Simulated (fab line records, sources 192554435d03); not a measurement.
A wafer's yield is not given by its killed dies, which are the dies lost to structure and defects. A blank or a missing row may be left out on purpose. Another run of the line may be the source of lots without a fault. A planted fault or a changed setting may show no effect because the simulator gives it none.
Lot-split experiment	flow n5 finfet	21 wafers read from 7 lots, route of 1938 steps

SPLIT DETAILS
At N5_BEOL_M2_EXPOSE_08 (exposes mask M2), the setting dose mj was moved away from the recipe's 41.25 on 7 of the 21 wafers read, by -7.4% to +5.0%. All remaining wafers had this setting at the recipe value.

FROM THE SPLIT TO THE READING: what the file shows between them, 15 steps
- N5_BEOL_M2_PEB_09: peb time 60 s
- N5_BEOL_M2_DEVELOP_10: develop time 30 s
- N5_BEOL_M2_CD_MEAS_11: target cd 16.79 nm
- N5_BEOL_M2_DESCUM_16: chemistry O2, time 7 s
- N5_BEOL_M2_ETCH_74: etches underlayer in N2/H2, target depth 6.5 nm, time 5.2 s
- N5_BEOL_M2_ETCH_63: etches SiARC in CF4, target depth 15.6 nm, time 26 s
- N5_BEOL_M2_ETCH_64: etches SOC in N2/H2, target depth 75 nm, overetch 22.5 nm, time 121.9 s
- N5_BEOL_M2_STRIP_65: strips in N2/H2
- N5_BEOL_M2_HM_OPEN_17: chemistry Cl2/BCl3, target TiN, target depth 20 nm, overetch 6 nm
- N5_BEOL_M2_STRIP_19: strips in O2
- N5_BEOL_M2_CD_MEAS_18: pitch 36 nm, target cd 18 nm
- N5_BEOL_M2_COAT_67: time 60 s, resist thk 60 nm
- N5_BEOL_M2_COAT_68: time 60 s, resist thk 12 nm
- N5_BEOL_M2_PRECLEAN_42: cleans in residue remover, time 60 s
- N5_BEOL_M2_SRD_43: time 30 s

THE READING
cd nm, in nm, at N5_BEOL_M2_CD_MEAS_35 (target cd 18 nm, target cd y 22.2 nm). A value of 18.06 nm with a standard deviation of 0.25 nm is what fault-free wafers of this fab line usually give.

wafer	tool, chamber at the split	dose mj as run	against the recipe	cd nm, nm	against lot-mates on the recipe
L074.2	euv scanner-02, 0	41.25	recipe	17.86	-
L074.3	euv scanner-02, 0	41.25	recipe	18.03	-
L074.6	euv scanner-02, 0	41.25	recipe	17.61	-
L078.4	euv scanner-02, 0	41.25	recipe	18.24	-
L078.5	euv scanner-02, 0	41.25	recipe	18.15	-
L078.6	euv scanner-02, 0	41.25	recipe	17.94	-
L080.1	euv scanner-01, 0	41.25	recipe	17.93	-
L080.5	euv scanner-01, 0	39.79	-3.5%	17.10	-0.58
L080.6	euv scanner-01, 0	41.25	recipe	17.43	-
L081.3	euv scanner-01, 0	40.39	-2.1%	18.00	-0.34
L081.4	euv scanner-01, 0	40.39	-2.1%	17.75	-0.59
L081.5	euv scanner-01, 0	41.25	recipe	18.34	-
L089.2	euv scanner-01, 0	38.19	-7.4%	16.37	-1.76
L089.4	euv scanner-01, 0	41.25	recipe	18.14	-
L089.5	euv scanner-01, 0	41.25	recipe	18.13	-
L092.1	euv scanner-01, 0	43.32	+5.0%	18.99	+1.12
L092.3	euv scanner-01, 0	41.25	recipe	17.87	-
L092.5	euv scanner-01, 0	43.32	+5.0%	19.25	+1.38
L095.1	euv scanner-02, 0	41.25	recipe	17.89	-
L095.2	euv scanner-02, 0	39.12	-5.2%	17.29	-0.78
L095.3	euv scanner-02, 0	41.25	recipe	18.25	-

THE FIT
A straight line over all 21 wafers: cd nm changes by +0.202 nm for each +1% of dose mj; r = +0.91; the points scatter about the line by 0.26 nm.
The same after taking each lot's own level away (the mean of its wafers on the recipe; 21 wafers): +0.222 nm for each +1%; r = +0.96; scatter 0.18 nm.
On that fit, the largest move of dose mj shifts the reading by 1.6 nm.
The span of the lots' own levels, 17.680 to 18.340 nm, comes to 2.6 times the standard deviation stated above.
Hence the lot-to-lot level has little effect on the slope; both slopes agree.
Check: with one of the wafers moved furthest among these (-7.4%) left out of the fit, the line predicts -1.52 nm for it against its lot-mates. It came out at -1.76 nm against them.

FURTHER SPLITS ON THESE WAFERS
Note: prior to the reading, these wafers also went through further splits. Each is held against what the fit with the lots' levels taken away leaves over:
other split on the same wafers	wafers away from the commonest value	r with cd nm (lot level and that fit taken away)
N5_BEOL_M1_EXPOSE_25 dose mj	7	-0.29

THE WHOLE CHAIN: every reading that the file lists as answering this split, in the file's order
step	what it does	reading	change (the file's fit)	r (the file's)
N5_BEOL_M2_CD_MEAS_11	target cd 16.79 nm	cd nm	+0.199 nm for each +1% of the setting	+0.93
N5_BEOL_M2_ETCH_74	etches underlayer in N2/H2, target depth 6.5 nm, time 5.2 s	BEOL_M2.cd offset nm (the simulator's own value, which no gauge read)	+0.211 nm for each +1% of the setting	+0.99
N5_BEOL_M2_ETCH_63	etches SiARC in CF4, target depth 15.6 nm, time 26 s	BEOL_M2.cd offset nm (the simulator's own value, which no gauge read)	+0.217 nm for each +1% of the setting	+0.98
N5_BEOL_M2_CD_MEAS_18	pitch 36 nm, target cd 18 nm	cd nm	+0.189 nm for each +1% of the setting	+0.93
N5_BEOL_M2_CD_MEAS_35	target cd 18 nm, target cd y 22.2 nm	cd nm	+0.214 nm for each +1% of the setting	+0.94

FILE'S OWN FIT
cd nm changes by +0.214 nm for each +1% of dose mj, r = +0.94.
